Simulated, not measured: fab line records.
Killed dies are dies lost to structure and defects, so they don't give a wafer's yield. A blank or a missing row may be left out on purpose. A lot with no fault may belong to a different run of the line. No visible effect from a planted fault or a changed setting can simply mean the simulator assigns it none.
A lot that was struck, set against a sound lot / flow n5-finfet / 14 out of 1938 route steps
Sound: these wafers, L477.4, L477.5, L477.6. Wafers L480.3, L480.4 were the ones struck. Last of all comes the cause.
Order at every step that has rows: each side's tool, ch and its chambers, its first start. Under that, the readings that differ: sound wafers / struck wafers / difference of the means / sigmas: that difference in standard deviations of wafers without a fault.
alike: same words and numbers on both sides, and readings whose means sit less than 2 such deviations apart. not compared: any withheld reading, any reading some wafer has no value for, any bound like >300 that may hide the same value, and any number with overlapping values for which the record gives no deviation.
Wherever a step has rows on one side only, a row that says differs or no value, or a row with sigmas, the two part there. When numbers do not overlap yet have no deviation, they are printed without sigmas and do not part them. A reading that every wafer of one side lacks parts them only if that side has two wafers or more.

first, 4 steps without rows for these wafers: N5_BEOL_M9_SOFTBAKE_06 (time 60 s); N5_BEOL_M9_EXPOSE_08 (exposes mask M9); N5_BEOL_M9_PEB_09 (peb time 60 s); N5_BEOL_M9_DEVELOP_10 (develop time 30 s).
N5_BEOL_M9_CD_MEAS_11: target cd 64.1 nm.
  sound on cd-sem-03 ch 0, day 14 00:23; struck on cd-sem-01 ch 0, day 14 14:32
  alike: cd-nm
N5_BEOL_M9_OVL_MEAS_12:
  sound on overlay-01 ch 0, day 14 00:25; struck on overlay-02 ch 0, day 14 14:34
  alike: M9_OVL
N5_BEOL_M9_INSPECT_13: inspects for defects (brightfield).
  sound: defect-inspect-02 at day 14 00:26; struck: defect-inspect-01 at day 14 14:35
  alike: raw-defect-count
N5_BEOL_M9_DESCUM_16: chemistry O2, time 7.9 s.
  sound on rie-diel-02 ch 0,1,3, day 14 00:46; struck on rie-diel-06 ch 1,3, day 14 14:37
reading=showerhead-plenum-p-Torr (Torr); sound=2.14 2.17 2.20; struck=2.02 1.98; difference=-0.17; sigmas=-2
  alike: bias-power-w, drypump-motor-current-A, oes-product-au, rf-vpp-V, throttle-valve-pct
  not compared: rf-hours-counter-h
N5_BEOL_M9_ETCH_61: etches SiARC in CF4, target depth 39 nm, time 65 s.
  sound on rie-diel-02 ch 0,1,3, day 14 00:49; struck on rie-diel-06 ch 1,3, day 14 14:39
reading=showerhead-plenum-p-Torr (Torr); sound=2.17 2.20 2.26; struck=2.07 2.04; difference=-0.16; sigmas=-2
  alike: drypump-motor-current-A, etch-rf-on-time-s, oes-product-au, rf-vpp-V, throttle-valve-pct
  not compared: rf-hours-counter-h
N5_BEOL_M9_ETCH_62: etches SOC in N2/H2, target depth 110 nm, overetch 22 nm, time 165 s.
  sound on rie-diel-02 ch 0,1,3, day 14 00:52; struck on rie-diel-06 ch 1,3, day 14 14:42
reading=showerhead-plenum-p-Torr (Torr); sound=2.58 2.63 2.69; struck=2.46 2.41; difference=-0.20; sigmas=-2
  alike: drypump-motor-current-A, oes-product-au, rf-vpp-V, throttle-valve-pct
  not compared: rf-hours-counter-h
then, 1 step without rows for these wafers: N5_BEOL_M9_STRIP_68 (strips in N2/H2).
N5_BEOL_M9_STRIP_67: strips in CF4.
  sound on rie-diel-02 ch 0,1,3, day 14 01:00; struck on rie-diel-06 ch 1,3, day 14 14:51
reading=showerhead-plenum-p-Torr (Torr); sound=1.82 1.85 1.89; struck=1.74 1.71; difference=-0.13; sigmas=-2
  alike: bias-power-w, drypump-motor-current-A, oes-product-au, rf-vpp-V, throttle-valve-pct
  not compared: rf-hours-counter-h
N5_BEOL_M9_HM_OPEN_17: chemistry Cl2/BCl3, target TiN, target depth 20 nm, overetch 6 nm.
  sound on rie-metal-01 ch 0,1, day 14 01:04; struck on rie-metal-03 ch 0,1, day 14 14:55
reading=drypump-motor-current-A (A); sound=5.3 5.3 5.5; struck=6.5 5.9; difference=+0.8; sigmas=+2
reading=model.SOC_of_BEOL_M9_COAT_59.thk-nm (nm); sound=92.2 92.4 92.6; struck=89.2 89; difference=-3.3; sigmas=
  alike: oes-product-au, throttle-valve-pct
  not compared: rf-hours-counter-h
N5_BEOL_M9_STRIP_19: strips in O2.
  sound on rie-diel-02 ch 1,2,3, day 14 01:21; struck on rie-diel-05 ch 2,3, day 14 15:11
  alike: drypump-motor-current-A, oes-product-au, rf-vpp-V, showerhead-plenum-p-Torr, throttle-valve-pct
  not compared: rf-hours-counter-h

WHERE THEY PART
First at N5_BEOL_M9_DESCUM_16; last, within this record, at N5_BEOL_M9_HM_OPEN_17. Later steps at which nothing parts them and some readings are alike: N5_BEOL_M9_STRIP_19.

WHY: the cause the simulator had injected
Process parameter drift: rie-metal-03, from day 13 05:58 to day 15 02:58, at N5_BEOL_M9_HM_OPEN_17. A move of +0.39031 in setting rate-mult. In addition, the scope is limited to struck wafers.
